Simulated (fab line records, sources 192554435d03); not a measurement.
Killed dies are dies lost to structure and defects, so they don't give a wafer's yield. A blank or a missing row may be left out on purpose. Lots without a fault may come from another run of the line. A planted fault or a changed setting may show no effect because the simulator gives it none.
Tool commonality check | flow n5_finfet | 11 lots, 33 wafers sampled

WHY IT WAS OPENED
At N5_BEOL_M15_OVL_MEAS_29 the reading M15_OVL is flagged on 3 of 11 lots. Wafers without a fault read 2 nm, standard deviation 4.5.
Rule: a lot is flagged when every wafer of it that has a number lies more than 4 standard deviations from that mean, or none has a number. The other lots count as sound.

lot  | measured     | on         | M15_OVL (nm), wafer by wafer | flag
L730 | day 12 08:06 | overlay-01 | 4 7 -2                       |
L731 | day 12 09:14 | overlay-02 | 4 2 2                        |
L735 | day 15 15:47 | overlay-02 | 8 1 1                        |
L740 | day 17 04:12 | overlay-02 | -2 4 -3                      |
L743 | day 17 05:21 | overlay-02 | 116 125 124                  | FLAGGED
L745 | day 17 10:03 | overlay-01 | 111 119 114                  | FLAGGED
L746 | day 17 21:19 | overlay-01 | 1 1 6                        |
L744 | day 18 20:04 | overlay-01 | 109 107 108                  | FLAGGED
L751 | day 18 21:39 | overlay-02 | -2 0 3                       |
L752 | day 19 04:37 | overlay-01 | 5 0 4                        |
L753 | day 19 11:32 | overlay-01 | 6 10 4                       |
The numbers of the flagged lots are 115 nm on average: +113 nm against the usual, or +25 standard deviations.

WHICH TOOL RAN EACH LOT
The record holds 2 process steps before the reading, out of a route of 1938 steps. In each cell: the tool, then ch and the chambers that the sampled wafers went through, then the start.
lot  | flag    | N5_BEOL_M15_ETCH_59                | N5_BEOL_M15_EXPOSE_25
L730 |         | rie_diel-06 ch 0,1,3, day 12 06:43 | krf_scanner-02 ch 0, day 12 07:54
L731 |         | rie_diel-06 ch 0,1,2, day 12 07:49 | krf_scanner-02 ch 0, day 12 09:02
L735 |         | rie_diel-04 ch 0,1,2, day 15 14:24 | krf_scanner-02 ch 0, day 15 15:35
L740 |         | rie_diel-04 ch 0,1,2, day 17 02:40 | krf_scanner-02 ch 0, day 17 04:00
L743 | FLAGGED | rie_diel-04 ch 1,2, day 17 03:56   | krf_scanner-02 ch 0, day 17 05:09
L745 | FLAGGED | rie_diel-06 ch 1,3, day 17 08:31   | krf_scanner-02 ch 0, day 17 09:51
L746 |         | rie_diel-02 ch 0,1,3, day 17 19:35 | krf_scanner-01 ch 0, day 17 21:07
L744 | FLAGGED | rie_diel-06 ch 0,1,2, day 18 18:41 | krf_scanner-02 ch 0, day 18 19:52
L751 |         | rie_diel-06 ch 0,3, day 18 20:09   | krf_scanner-01 ch 0, day 18 21:28
L752 |         | rie_diel-06 ch 0,1,2, day 19 03:07 | krf_scanner-01 ch 0, day 19 04:25
L753 |         | rie_diel-02 ch 1,2,3, day 19 10:02 | krf_scanner-01 ch 0, day 19 11:20
What these steps do:
- N5_BEOL_M15_ETCH_59: etches BARC in N2/H2, target depth 89 nm, overetch 26.7 nm, time 67.9 s.
- N5_BEOL_M15_EXPOSE_25: exposes mask M15, target cd 400 nm.
- N5_BEOL_M15_OVL_MEAS_29

FLAGGED OVER TOTAL, TOOL BY TOOL (the gauges that took the reading come last)
step                    | tool           | lots run | flagged | share of the flagged lots | sound lots run after its first flagged lot
N5_BEOL_M15_ETCH_59     | rie_diel-02    | 2        | 0       | none                      | -
N5_BEOL_M15_ETCH_59     | rie_diel-04    | 3        | 1       | some                      | 0
N5_BEOL_M15_ETCH_59     | rie_diel-06    | 6        | 2       | some                      | 2 (L751,L752)
N5_BEOL_M15_EXPOSE_25   | krf_scanner-01 | 4        | 0       | none                      | -
N5_BEOL_M15_EXPOSE_25   | krf_scanner-02 | 7        | 3       | all                       | 0
N5_BEOL_M15_OVL_MEAS_29 | overlay-01     | 6        | 2       | some                      | 3 (L746,L752,L753)
N5_BEOL_M15_OVL_MEAS_29 | overlay-02     | 5        | 1       | some                      | 1 (L751)

WHAT THE TABLE ALLOWS
1 row of the table ran every flagged lot: krf_scanner-02 at N5_BEOL_M15_EXPOSE_25.
- krf_scanner-02 at N5_BEOL_M15_EXPOSE_25: 3 of its 7 lots flagged. Its last sound lot is L740 (day 17 04:00), its first flagged lot L743 (day 17 05:09): a fault that began between those two fits.
One tool is left: krf_scanner-02 at N5_BEOL_M15_EXPOSE_25.

WHAT THE SIMULATOR HAD PUT IN
Scanner matching overlay: krf_scanner-02, from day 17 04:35 on, at N5_BEOL_M15_EXPOSE_25. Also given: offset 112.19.
Lots struck among those shown: L743, L745, L744. The rule above found the same.
